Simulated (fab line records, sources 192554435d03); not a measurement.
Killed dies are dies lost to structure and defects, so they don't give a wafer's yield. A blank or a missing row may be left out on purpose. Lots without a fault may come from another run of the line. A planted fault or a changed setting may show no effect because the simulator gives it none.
Which tool did it? | flow n5_finfet | 20 lots, 60 wafers sampled, at 6 steps of a route of 1938

WHAT THE GAUGES READ, wafer by wafer
The record holds no reading of a measuring or inspecting step that can be judged against a usual standard deviation.

WHICH TOOL RAN EACH LOT (tool, then ch and the chambers of the sampled wafers, then the start)
lot  | N5_SDB_ALD_29                    | N5_HKMG_FIN_STRIP_93               | N5_HKMG_FIN_ETCH_31               | N5_HKMG_FIN_ETCH_86               | N5_GATE_CUT_STRIP_59               | N5_GATE_CUT_SAC_CAP_01
L074 | ald_sin-03 ch 0,1,3, day 3 22:21 | rie_diel-04 ch 0,1, day 4 03:49    | rie_diel-01 ch 0,2,3, day 4 06:25 | rie_diel-04 ch 0,1,2, day 4 07:42 | rie_diel-06 ch 0,1,2, day 4 11:28  | ald_sin-02 ch 0,2,3, day 4 11:41
L075 | ald_sin-01 ch 0,1,3, day 4 00:53 | rie_diel-02 ch 1,2,3, day 4 06:10  | rie_diel-01 ch 0,2,3, day 4 08:52 | rie_diel-04 ch 1,3, day 4 10:09   | rie_diel-03 ch 1,2,3, day 4 13:48  | ald_sin-02 ch 0,3, day 4 14:01
L077 | ald_sin-03 ch 1,2, day 4 13:14   | rie_diel-02 ch 0,1, day 4 18:37    | rie_diel-04 ch 1,2, day 4 21:15   | rie_diel-04 ch 1,2, day 4 22:45   | rie_diel-05 ch 1,2, day 5 02:47    | ald_sin-03 ch 0,1, day 5 03:59
L078 | ald_sin-03 ch 1,2,3, day 4 18:44 | rie_diel-02 ch 0,1,2, day 5 00:14  | rie_diel-01 ch 0,1, day 5 03:11   | rie_diel-02 ch 1,2,3, day 5 04:28 | rie_diel-06 ch 0,1,2, day 5 08:05  | ald_sin-04 ch 0,2, day 5 08:18
L079 | ald_sin-02 ch 2,3, day 5 00:56   | rie_diel-02 ch 0,1, day 5 06:26    | rie_diel-04 ch 0,3, day 5 09:17   | rie_diel-02 ch 1,3, day 5 10:34   | rie_diel-06 ch 0,1, day 5 14:03    | ald_sin-03 ch 0,1,3, day 5 14:16
L081 | ald_sin-03 ch 0,1,3, day 5 17:07 | rie_diel-01 ch 0,1, day 5 22:35    | rie_diel-04 ch 1,3, day 6 01:08   | rie_diel-02 ch 0,3, day 6 02:25   | rie_diel-06 ch 0,2, day 6 05:55    | ald_sin-02 ch 0,1,2, day 6 06:08
L082 | ald_sin-02 ch 1,3, day 5 22:49   | rie_diel-01 ch 1,3, day 6 04:23    | rie_diel-04 ch 2,3, day 6 07:08   | rie_diel-01 ch 1,2,3, day 6 08:25 | rie_diel-03 ch 1,3, day 6 11:58    | ald_sin-03 ch 0,1, day 6 12:43
L083 | ald_sin-02 ch 0,1,2, day 6 02:20 | rie_diel-02 ch 1,2,3, day 6 07:46  | rie_diel-01 ch 0,1,3, day 6 10:19 | rie_diel-04 ch 0,1,3, day 6 11:37 | rie_diel-03 ch 2,3, day 6 15:29    | ald_sin-03 ch 0,1,3, day 6 15:42
L084 | ald_sin-01 ch 0,2,3, day 6 11:32 | rie_diel-02 ch 0,1,2, day 6 17:29  | rie_diel-01 ch 0,1, day 6 20:11   | rie_diel-02 ch 0,3, day 6 21:28   | rie_diel-03 ch 1,2,3, day 7 01:07  | ald_sin-02 ch 1,2,3, day 7 01:18
L086 | ald_sin-01 ch 1,3, day 6 18:35   | rie_diel-02 ch 0,1,3, day 7 00:02  | rie_diel-02 ch 0,1,3, day 7 02:36 | rie_diel-02 ch 2,3, day 7 03:53   | rie_diel-06 ch 2,3, day 7 07:27    | ald_sin-02 ch 2,3, day 7 07:40
L087 | ald_sin-03 ch 0,1,3, day 7 02:08 | rie_diel-01 ch 2,3, day 7 07:25    | rie_diel-01 ch 0,3, day 7 10:02   | rie_diel-04 ch 1,3, day 7 11:19   | rie_diel-06 ch 0,3, day 7 14:50    | ald_sin-03 ch 0,1,2, day 7 15:03
L088 | ald_sin-01 ch 1,2,3, day 7 06:38 | rie_diel-01 ch 0,2,3, day 7 11:55  | rie_diel-02 ch 1,2,3, day 7 14:32 | rie_diel-04 ch 1,2,3, day 7 15:50 | rie_diel-03 ch 0,1,3, day 7 19:20  | ald_sin-02 ch 0,1,3, day 7 21:00
L089 | ald_sin-02 ch 1,3, day 7 12:26   | rie_diel-02 ch 1,2,3, day 7 17:58  | rie_diel-02 ch 0,3, day 7 20:41   | rie_diel-02 ch 0,3, day 7 21:59   | rie_diel-03 ch 0,1,3, day 8 01:29  | ald_sin-04 ch 2,3, day 8 01:54
L091 | ald_sin-02 ch 1,2,3, day 8 00:06 | rie_diel-02 ch 0,3, day 8 05:34    | rie_diel-01 ch 0,2,3, day 8 08:16 | rie_diel-02 ch 1,2,3, day 8 09:49 | rie_diel-05 ch 1,2,3, day 8 13:30  | ald_sin-02 ch 1,2, day 8 14:21
L092 | ald_sin-03 ch 0,2,3, day 8 05:58 | rie_diel-02 ch 0,1,3, day 8 11:23  | rie_diel-01 ch 0,2,3, day 8 14:10 | rie_diel-04 ch 0,2,3, day 8 15:27 | rie_diel-06 ch 0,1,3, day 8 19:08  | ald_sin-04 ch 0,3, day 8 20:01
L093 | ald_sin-02 ch 1,2, day 8 11:39   | rie_diel-02 ch 0,1,2, day 8 17:16  | rie_diel-02 ch 0,2, day 8 20:01   | rie_diel-04 ch 0,3, day 8 21:20   | rie_diel-06 ch 0,3, day 9 00:49    | ald_sin-03 ch 0,1,2, day 9 01:02
L094 | ald_sin-01 ch 1,2, day 8 18:56   | rie_diel-04 ch 0,3, day 9 00:37    | rie_diel-01 ch 0,1, day 9 03:17   | rie_diel-04 ch 0,1,2, day 9 04:48 | rie_diel-03 ch 0,1,2, day 9 08:25  | ald_sin-02 ch 0,2,3, day 9 08:37
L096 | ald_sin-03 ch 0,2,3, day 9 06:44 | rie_diel-04 ch 0,2,3, day 9 12:03  | rie_diel-02 ch 1,2, day 9 14:44   | rie_diel-04 ch 1,3, day 9 16:01   | rie_diel-03 ch 0,2, day 9 19:33    | ald_sin-02 ch 0,1,3, day 9 21:14
L095 | ald_sin-02 ch 0,2,3, day 9 07:10 | rie_diel-04 ch 0,1, day 9 11:15    | rie_diel-04 ch 1,2,3, day 9 14:04 | rie_diel-04 ch 1,2,3, day 9 15:22 | rie_diel-05 ch 1,2, day 9 19:07    | ald_sin-04 ch 0,2,3, day 9 21:18
L097 | ald_sin-02 ch 1,3, day 9 18:32   | rie_diel-01 ch 1,2,3, day 10 00:16 | rie_diel-01 ch 1,3, day 10 03:17  | rie_diel-02 ch 0,2, day 10 04:36  | rie_diel-06 ch 1,2,3, day 10 08:12 | ald_sin-02 ch 0,2,3, day 10 08:25
- N5_SDB_ALD_29: deposits SiNx, target thk 30 nm, pulse time 1 s, ald cycles 600.
- N5_HKMG_FIN_STRIP_93: strips SOC in N2/H2, time 20 s.
- N5_HKMG_FIN_ETCH_31: etches SiARC in CF4, target depth 45.5 nm, time 75.8 s.
- N5_HKMG_FIN_ETCH_86: etches SOC in N2/H2, stops on TiN, target depth 393.2 nm.
- N5_GATE_CUT_STRIP_59: strips in N2/H2, time 20 s.
- N5_GATE_CUT_SAC_CAP_01: material SiNx, target thk 24 nm, pulse time 1 s, ald cycles 480.

WHAT THE TOOLS THEMSELVES READ (means of the sampled wafers that have a number; where no wafer has one, the mark that the record gives instead)
N5_SDB_ALD_29. Usual: chamber_pressure_Torr 2.000 Torr, standard deviation 0.0041; heater_power_w 875 W, standard deviation 65; precursor_pulse_height_rel 0.997, standard deviation 0.017.
lot  | tool       | chamber_pressure_Torr (Torr) | heater_power_w (W) | precursor_pulse_height_rel | flag
L074 | ald_sin-03 | 2.002                        | 925                | 0.989                      |
L075 | ald_sin-01 | 2.006                        | 859                | 0.998                      |
L077 | ald_sin-03 | 2.002                        | 926                | 1.012                      |
L078 | ald_sin-03 | 2.001                        | 924                | 0.995                      |
L079 | ald_sin-02 | 2.003                        | 812                | 0.971                      |
L081 | ald_sin-03 | 2.004                        | 942                | 0.996                      |
L082 | ald_sin-02 | 2.001                        | 913                | 0.996                      |
L083 | ald_sin-02 | 2.000                        | 805                | 1.015                      |
L084 | ald_sin-01 | 2.004                        | 863                | 0.982                      |
L086 | ald_sin-01 | 1.996                        | 841                | 0.995                      |
L087 | ald_sin-03 | 2.000                        | 930                | 1.000                      |
L088 | ald_sin-01 | 2.003                        | 835                | 0.990                      |
L089 | ald_sin-02 | 1.998                        | 904                | 1.006                      |
L091 | ald_sin-02 | 2.000                        | 853                | 1.011                      |
L092 | ald_sin-03 | 2.002                        | 911                | 1.000                      |
L093 | ald_sin-02 | 1.998                        | 848                | 0.986                      |
L094 | ald_sin-01 | 2.003                        | 817                | 0.986                      |
L096 | ald_sin-03 | 1.999                        | 902                | 1.005                      |
L095 | ald_sin-02 | 1.999                        | 814                | 1.000                      |
L097 | ald_sin-02 | 1.999                        | 903                | 0.991                      |

N5_HKMG_FIN_STRIP_93. Usual: drypump_motor_current_A 5.6 A, standard deviation 0.43; oes_product_au 0.79 a.u., standard deviation 0.052; rf_vpp_V 54.2 V, standard deviation 0.91; showerhead_plenum_p_Torr 3.37 Torr, standard deviation 0.12; throttle_valve_pct 19.15 %, standard deviation 0.29.
lot  | tool        | drypump_motor_current_A (A) | oes_product_au (a.u.) | rf_vpp_V (V) | showerhead_plenum_p_Torr (Torr) | throttle_valve_pct (%) | flag
L074 | rie_diel-04 | 5.7                         | 0.77                  | 54.0         | 3.33                            | 19.04                  |
L075 | rie_diel-02 | 5.3                         | 0.83                  | 54.5         | 3.48                            | 19.16                  |
L077 | rie_diel-02 | 5.5                         | 0.79                  | 54.2         | 3.33                            | 19.12                  |
L078 | rie_diel-02 | 5.7                         | 0.80                  | 54.6         | 3.39                            | 19.20                  |
L079 | rie_diel-02 | 5.9                         | 0.80                  | 54.4         | 3.28                            | 19.12                  |
L081 | rie_diel-01 | 5.9                         | 0.81                  | 54.3         | 3.23                            | 18.64                  |
L082 | rie_diel-01 | 5.5                         | 0.78                  | 53.5         | 3.26                            | 19.10                  |
L083 | rie_diel-02 | 5.3                         | 0.81                  | 54.2         | 3.47                            | 19.19                  |
L084 | rie_diel-02 | 5.7                         | 0.78                  | 52.8         | 3.39                            | 19.21                  |
L086 | rie_diel-02 | 5.4                         | 0.81                  | 54.0         | 3.35                            | 19.13                  |
L087 | rie_diel-01 | 5.5                         | 0.77                  | 54.2         | 3.31                            | 19.16                  |
L088 | rie_diel-01 | 5.8                         | 0.78                  | 53.6         | 3.29                            | 19.01                  |
L089 | rie_diel-02 | 5.3                         | 0.80                  | 54.4         | 3.46                            | 19.22                  |
L091 | rie_diel-02 | 5.8                         | 0.81                  | 53.5         | 3.30                            | 19.15                  |
L092 | rie_diel-02 | 5.4                         | 0.80                  | 53.5         | 3.35                            | 19.16                  |
L093 | rie_diel-02 | 5.7                         | 0.76                  | 54.4         | 3.38                            | 19.24                  |
L094 | rie_diel-04 | 5.5                         | 0.71                  | 54.2         | 3.29                            | 19.57                  |
L096 | rie_diel-04 | 5.4                         | 0.78                  | 54.1         | 3.37                            | 19.57                  |
L095 | rie_diel-04 | 5.7                         | 0.74                  | 55.8         | 3.31                            | 19.11                  |
L097 | rie_diel-01 | 5.6                         | 0.77                  | 54.5         | 3.29                            | 18.94                  |

N5_HKMG_FIN_ETCH_31. Usual: drypump_motor_current_A 5.7 A, standard deviation 0.41; etch_rf_on_time_s 75.6 s, standard deviation 2.2; oes_product_au 0.67 a.u., standard deviation 0.04; rf_vpp_V 183.8 V, standard deviation 1.1; showerhead_plenum_p_Torr 2.12 Torr, standard deviation 0.065; throttle_valve_pct 15.59 %, standard deviation 0.16.
lot  | tool        | drypump_motor_current_A (A) | etch_rf_on_time_s (s) | oes_product_au (a.u.) | rf_vpp_V (V) | showerhead_plenum_p_Torr (Torr) | throttle_valve_pct (%) | flag
L074 | rie_diel-01 | 5.8                         | 75.5                  | 0.69                  | 183.5        | 2.10                            | 15.59                  |
L075 | rie_diel-01 | 5.8                         | 74.7                  | 0.69                  | 182.9        | 2.10                            | 15.57                  |
L077 | rie_diel-04 | 5.4                         | 76.5                  | 0.65                  | 185.1        | 2.19                            | 15.71                  |
L078 | rie_diel-01 | 6.1                         | 76.2                  | 0.68                  | 184.0        | 2.08                            | 15.58                  |
L079 | rie_diel-04 | 5.6                         | 75.2                  | 0.63                  | 184.8        | 2.16                            | 15.63                  |
L081 | rie_diel-04 | 5.7                         | 77.3                  | 0.64                  | 184.9        | 2.21                            | 15.64                  |
L082 | rie_diel-04 | 5.1                         | 74.2                  | 0.78                  | 184.3        | 2.21                            | 15.61                  |
L083 | rie_diel-01 | 5.8                         | 76.1                  | 0.67                  | 183.1        | 2.08                            | 15.63                  |
L084 | rie_diel-01 | 5.9                         | 76.9                  | 0.68                  | 183.4        | 2.08                            | 15.52                  |
L086 | rie_diel-02 | 5.4                         | 75.5                  | 0.69                  | 184.4        | 2.13                            | 15.51                  |
L087 | rie_diel-01 | 5.7                         | 75.3                  | 0.65                  | 183.1        | 2.08                            | 15.79                  |
L088 | rie_diel-02 | 5.3                         | 76.3                  | 0.68                  | 183.7        | 2.20                            | 15.51                  |
L089 | rie_diel-02 | 5.7                         | 76.4                  | 0.69                  | 183.2        | 2.10                            | 15.58                  |
L091 | rie_diel-01 | 5.7                         | 73.7                  | 0.67                  | 183.5        | 2.09                            | 15.65                  |
L092 | rie_diel-01 | 5.7                         | 74.9                  | 0.67                  | 183.8        | 2.09                            | 15.66                  |
L093 | rie_diel-02 | 6.0                         | 76.7                  | 0.66                  | 183.5        | 2.12                            | 15.60                  |
L094 | rie_diel-01 | 6.0                         | 74.3                  | 0.67                  | 183.1        | 2.07                            | 15.66                  |
L096 | rie_diel-02 | 5.4                         | 77.5                  | 0.64                  | 185.1        | 2.18                            | 15.53                  |
L095 | rie_diel-04 | 5.4                         | 74.8                  | 0.68                  | 184.8        | 2.19                            | 15.65                  |
L097 | rie_diel-01 | 5.6                         | 76.4                  | 0.65                  | 183.5        | 2.07                            | 15.72                  |

N5_HKMG_FIN_ETCH_86. Usual: drypump_motor_current_A 5.5 A, standard deviation 0.45; oes_product_au 0.78 a.u., standard deviation 0.066; rf_vpp_V 240.9 V, standard deviation 1.3; showerhead_plenum_p_Torr 2.56 Torr, standard deviation 0.091; throttle_valve_pct 17.89 %, standard deviation 0.19.
lot  | tool        | drypump_motor_current_A (A) | oes_product_au (a.u.) | rf_vpp_V (V) | showerhead_plenum_p_Torr (Torr) | throttle_valve_pct (%) | flag
L074 | rie_diel-04 | 5.4                         | 0.74                  | 240.4        | 2.55                            | 18.03                  |
L075 | rie_diel-04 | 5.7                         | 0.76                  | 241.9        | 2.62                            | 17.77                  |
L077 | rie_diel-04 | 5.4                         | 0.76                  | 240.4        | 2.59                            | 17.94                  |
L078 | rie_diel-02 | 5.3                         | 0.82                  | 242.0        | 2.63                            | 17.88                  |
L079 | rie_diel-02 | 5.0                         | 0.85                  | 240.7        | 2.61                            | 17.90                  |
L081 | rie_diel-02 | 5.7                         | 0.82                  | 239.2        | 2.50                            | 17.81                  |
L082 | rie_diel-01 | 5.6                         | 0.80                  | 240.7        | 2.50                            | 17.68                  |
L083 | rie_diel-04 | 5.7                         | 0.73                  | 240.6        | 2.54                            | 17.85                  |
L084 | rie_diel-02 | 5.3                         | 0.84                  | 240.6        | 2.57                            | 17.90                  |
L086 | rie_diel-02 | 5.5                         | 0.81                  | 242.2        | 2.67                            | 17.95                  |
L087 | rie_diel-04 | 5.8                         | 0.76                  | 241.7        | 2.58                            | 17.76                  |
L088 | rie_diel-04 | 5.4                         | 0.80                  | 241.4        | 2.60                            | 17.89                  |
L089 | rie_diel-02 | 5.7                         | 0.80                  | 240.2        | 2.49                            | 17.84                  |
L091 | rie_diel-02 | 5.3                         | 0.79                  | 241.2        | 2.62                            | 17.93                  |
L092 | rie_diel-04 | 5.3                         | 0.77                  | 241.3        | 2.56                            | 17.98                  |
L093 | rie_diel-04 | 5.6                         | 0.71                  | 241.4        | 2.55                            | 17.93                  |
L094 | rie_diel-04 | 5.4                         | 0.78                  | 240.3        | 2.53                            | 17.94                  |
L096 | rie_diel-04 | 5.7                         | 0.74                  | 240.8        | 2.57                            | 17.80                  |
L095 | rie_diel-04 | 5.4                         | 0.79                  | 241.8        | 2.60                            | 17.92                  |
L097 | rie_diel-02 | 5.9                         | 0.76                  | 241.4        | 2.60                            | 17.92                  |

N5_GATE_CUT_STRIP_59. Usual: drypump_motor_current_A 5.81 A, standard deviation 0.29; oes_product_au 0.78 a.u., standard deviation 0.072; rf_vpp_V 45.1 V, standard deviation 0.86; showerhead_plenum_p_Torr 3.30 Torr, standard deviation 0.09; throttle_valve_pct 12.23 %, standard deviation 0.22.
lot  | tool        | drypump_motor_current_A (A) | oes_product_au (a.u.) | rf_vpp_V (V) | showerhead_plenum_p_Torr (Torr) | throttle_valve_pct (%) | flag
L074 | rie_diel-06 | 5.53                        | 0.80                  | 44.0         | 3.27                            | 12.26                  |
L075 | rie_diel-03 | 5.92                        | 0.76                  | 44.8         | 3.31                            | 12.26                  |
L077 | rie_diel-05 | 5.61                        | 0.75                  | 44.3         | 3.46                            | 12.10                  |
L078 | rie_diel-06 | 5.52                        | 0.79                  | 45.2         | 3.27                            | 12.28                  |
L079 | rie_diel-06 | 5.62                        | 0.86                  | 45.6         | 3.30                            | 12.01                  |
L081 | rie_diel-06 | 5.42                        | 0.75                  | 45.2         | 3.26                            | 12.39                  |
L082 | rie_diel-03 | 5.90                        | 0.78                  | 45.2         | 3.36                            | 12.34                  |
L083 | rie_diel-03 | 5.93                        | 0.73                  | 44.7         | 3.24                            | 12.24                  |
L084 | rie_diel-03 | 5.93                        | 0.75                  | 44.0         | 3.29                            | 12.31                  |
L086 | rie_diel-06 | 5.53                        | 0.72                  | 44.1         | 3.23                            | 12.48                  |
L087 | rie_diel-06 | 5.68                        | 0.85                  | 44.5         | 3.28                            | 11.94                  |
L088 | rie_diel-03 | 6.06                        | 0.82                  | 44.1         | 3.32                            | 12.21                  |
L089 | rie_diel-03 | 6.03                        | 0.83                  | 45.4         | 3.32                            | 12.22                  |
L091 | rie_diel-05 | 5.70                        | 0.76                  | 45.7         | 3.42                            | 12.25                  |
L092 | rie_diel-06 | 5.72                        | 0.78                  | 45.5         | 3.26                            | 12.12                  |
L093 | rie_diel-06 | 5.68                        | 0.83                  | 45.0         | 3.28                            | 11.96                  |
L094 | rie_diel-03 | 6.16                        | 0.78                  | 45.1         | 3.30                            | 12.15                  |
L096 | rie_diel-03 | 6.19                        | 0.75                  | 44.9         | 3.24                            | 12.10                  |
L095 | rie_diel-05 | 5.50                        | 0.72                  | 45.8         | 3.38                            | 12.19                  |
L097 | rie_diel-06 | 5.64                        | 0.82                  | 45.6         | 3.37                            | 12.19                  |

N5_GATE_CUT_SAC_CAP_01. Usual: chamber_pressure_Torr 2.000 Torr, standard deviation 0.0044; heater_power_w 865 W, standard deviation 69; precursor_pulse_height_rel 1.000, standard deviation 0.02.
lot  | tool       | chamber_pressure_Torr (Torr) | heater_power_w (W) | precursor_pulse_height_rel | flag
L074 | ald_sin-02 | 2.001                        | 817                | 0.990                      |
L075 | ald_sin-02 | 2.000                        | 858                | 1.001                      |
L077 | ald_sin-03 | 2.000                        | 963                | 0.994                      |
L078 | ald_sin-04 | 1.997                        | 793                | 1.005                      |
L079 | ald_sin-03 | 1.999                        | 922                | 1.000                      |
L081 | ald_sin-02 | 2.002                        | 819                | 1.012                      |
L082 | ald_sin-03 | 2.002                        | 947                | 0.985                      |
L083 | ald_sin-03 | 1.998                        | 924                | 0.989                      |
L084 | ald_sin-02 | 1.996                        | 855                | 1.002                      |
L086 | ald_sin-02 | 2.000                        | 862                | 0.984                      |
L087 | ald_sin-03 | 2.002                        | 945                | 0.980                      |
L088 | ald_sin-02 | 1.997                        | 862                | 1.027                      |
L089 | ald_sin-04 | 2.000                        | 807                | 1.012                      |
L091 | ald_sin-02 | 1.997                        | 836                | 0.998                      |
L092 | ald_sin-04 | 1.997                        | 851                | 1.026                      |
L093 | ald_sin-03 | 2.001                        | 933                | 1.010                      |
L094 | ald_sin-02 | 2.004                        | 806                | 1.005                      |
L096 | ald_sin-02 | 2.003                        | 857                | 1.004                      |
L095 | ald_sin-04 | 2.003                        | 814                | 0.984                      |
L097 | ald_sin-02 | 2.002                        | 812                | 1.000                      |

THE ANSWER, worked out from the rows above alone
Rule: a lot is off if the mean of its wafers that have a number lies more than 3 standard deviations from the usual mean. A lot without any number at a reading at which 4 lots or more have one is off too. The other lots that the step has rows for count as sound. The gauges are gone through in route order, then the tools' own readings, and for those a lot's mean is taken as printed above. The first step at which some lot is off is used, and at that step the reading that is off furthest; a lot without a number counts as furthest.
No lot is off at any reading shown: from this, nothing can be told.

WHAT THE SIMULATOR HAD PUT IN
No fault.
